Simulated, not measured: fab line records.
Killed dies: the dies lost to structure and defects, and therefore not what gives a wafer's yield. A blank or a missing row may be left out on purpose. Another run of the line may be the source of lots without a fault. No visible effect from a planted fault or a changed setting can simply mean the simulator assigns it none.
Matching of chambers | flow nand harc | NHARC_A_STAIRCASE_DEP_301 on pecvd-02 has 3 sister chambers
The step deposits SiON, target thk 30 nm. 3 wafers are shown with their chamber, then 8 later ones without.

## WAFERS WITH THEIR CHAMBER
wafer  | chamber | heater power w (W)
L079.4 | 2       | 658
L083.6 | 0       | 807
L088.1 | 1       | 652

## WAFERS WITHOUT THEIR CHAMBER
wafer  | heater power w (W)
L088.3 | 731
L088.4 | 711
L090.1 | 595
L090.3 | 712
L090.4 | 749
L091.1 | 714
L091.3 | 600
L091.5 | 696

## EACH ONE'S CHAMBER
wafer  | from the rows above          | in truth
L088.3 | can't be placed: 2 or 0 or 1 | 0
L088.4 | can't be placed: 2 or 1 or 0 | 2
L090.1 | can't be placed: 1 or 2      | 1
L090.3 | can't be placed: 2 or 1 or 0 | 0
L090.4 | can't be placed: 0 or 2 or 1 | 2
L091.1 | can't be placed: 2 or 1 or 0 | 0
L091.3 | can't be placed: 1 or 2      | 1
L091.5 | can't be placed: 2 or 1 or 0 | 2
Correctly placed: 0 of 8. Unplaceable from these rows: 8, with the true chamber sitting among the candidates in 8. Wrongly placed: 0.
How it was worked out, from the rows above alone: a wafer's distance from a chamber is the root of the sum, over the readings, of the square of ((its reading less the chamber's mean) divided by the reading's scatter). If the next closest chamber is less than 2 further off than the closest, the wafer can't be placed; otherwise it belongs to the closest. Each chamber's mean is taken over the wafers shown for it. The scatter: root of mean squared gap, hidden wafer to nearest shown wafer, with one shown wafer a chamber.
